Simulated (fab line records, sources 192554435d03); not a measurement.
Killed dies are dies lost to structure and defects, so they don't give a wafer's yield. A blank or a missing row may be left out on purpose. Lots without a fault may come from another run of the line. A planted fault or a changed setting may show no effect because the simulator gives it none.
Split-lot experiment | flow n5_finfet | 7 lots, 21 wafers read, on a route of 1938 steps

THE SPLIT
At N5_BEOL_M15_COAT_04 (resist thk 800 nm), the setting spin_rpm was moved away from the recipe's 1704 rpm on 4 of the 21 wafers read, by -10.2% to +4.2%. The other wafers ran this setting at the recipe's value.

FROM THE SPLIT TO THE READING: what the file shows between them, 3 steps
- N5_BEOL_M15_EBR_06
- N5_BEOL_M15_SOFTBAKE_05: time 60 s
- N5_BEOL_M15_DESCUM_15: chemistry O2, time 7.9 s

THE READING
coat_of_BEOL_M15_COAT_04.thk_nm (the simulator's own value, which no gauge read), in nm, at N5_BEOL_M15_ETCH_59 (etches BARC in N2/H2, target depth 89 nm, overetch 26.7 nm, time 67.9 s). The file gives no usual value for it. The 17 wafers here that ran the recipe average 717.3 nm, standard deviation 3.3 nm.

wafer  | tool, chamber at the split | spin_rpm as run, rpm | against the recipe | coat_of_BEOL_M15_COAT_04.thk_nm, nm | against lot-mates on the recipe
L076.1 | litho_track-03, 0          | 1704                 | recipe             | 717.8                               | -
L076.2 | litho_track-03, 0          | 1704                 | recipe             | 719.4                               | -
L076.4 | litho_track-03, 0          | 1595                 | -6.4%              | 743.6                               | +25.0
L078.2 | litho_track-03, 0          | 1704                 | recipe             | 721.2                               | -
L078.3 | litho_track-03, 0          | 1704                 | recipe             | 721.8                               | -
L078.5 | litho_track-03, 0          | 1704                 | recipe             | 724.4                               | -
L086.1 | litho_track-03, 0          | 1704                 | recipe             | 718.8                               | -
L086.3 | litho_track-03, 0          | 1775                 | +4.2%              | 700.4                               | -16.4
L086.6 | litho_track-03, 0          | 1704                 | recipe             | 714.8                               | -
L085.4 | litho_track-03, 0          | 1704                 | recipe             | 714.4                               | -
L085.5 | litho_track-03, 0          | 1704                 | recipe             | 718                                 | -
L085.6 | litho_track-03, 0          | 1704                 | recipe             | 713                                 | -
L093.2 | litho_track-05, 0          | 1704                 | recipe             | 714.6                               | -
L093.4 | litho_track-05, 0          | 1704                 | recipe             | 714.6                               | -
L093.6 | litho_track-05, 0          | 1704                 | recipe             | 711                                 | -
L092.1 | litho_track-05, 0          | 1704                 | recipe             | 717                                 | -
L092.2 | litho_track-05, 0          | 1704                 | recipe             | 718.2                               | -
L092.5 | litho_track-05, 0          | 1704                 | recipe             | 718                                 | -
L096.2 | litho_track-05, 0          | 1530                 | -10.2%             | 763.8                               | +46.8
L096.3 | litho_track-05, 0          | 1704                 | recipe             | 717                                 | -
L096.4 | litho_track-05, 0          | 1530                 | -10.2%             | 760.4                               | +43.4

THE FIT
A straight line over all 21 wafers: coat_of_BEOL_M15_COAT_04.thk_nm changes by -4.32 nm for each +1% of spin_rpm; r = -0.98; the points scatter about the line by 3.2 nm.
The same after taking each lot's own level away (the mean of its wafers on the recipe; 21 wafers): -4.3 nm for each +1%; r = -0.99; scatter 1.7 nm.
On that fit, the largest move of spin_rpm shifts the reading by 44 nm.
The lots' own levels span 713.40 to 722.47 nm, that is 2.8 times the standard deviation above.
So the lot-to-lot level changes the slope little: the two slopes agree.
Check: with one of the wafers moved furthest among these (-10.2%) left out of the fit, the line predicts +42.2 nm for it against its lot-mates. It came out at +46.8 nm against them.

OTHER SPLITS ON THESE WAFERS
These wafers also went through other splits before the reading. Each is held against what the fit with the lots' levels taken away leaves over:
other split on the same wafers | wafers away from the commonest value | r with coat_of_BEOL_M15_COAT_04.thk_nm (lot level and that fit taken away)
N5_BEOL_M13_COAT_58 spin_rpm   | 7                                    | -0.06

THE WHOLE CHAIN: every reading that the file lists as answering this split, in the file's order
step                | what it does                                                            | reading                                                                          | change (the file's fit)              | r (the file's)
N5_BEOL_M15_COAT_04 | resist thk 800 nm                                                       | coat_of_BEOL_M15_COAT_04.thk_nm (the simulator's own value, which no gauge read) | -4.27 nm for each +1% of the setting | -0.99
N5_BEOL_M15_ETCH_59 | etches BARC in N2/H2, target depth 89 nm, overetch 26.7 nm, time 67.9 s | coat_of_BEOL_M15_COAT_04.thk_nm (the simulator's own value, which no gauge read) | -4.24 nm for each +1% of the setting | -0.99

THE FILE'S OWN FIT
coat_of_BEOL_M15_COAT_04.thk_nm changes by -4.24 nm for each +1% of spin_rpm, r = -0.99.
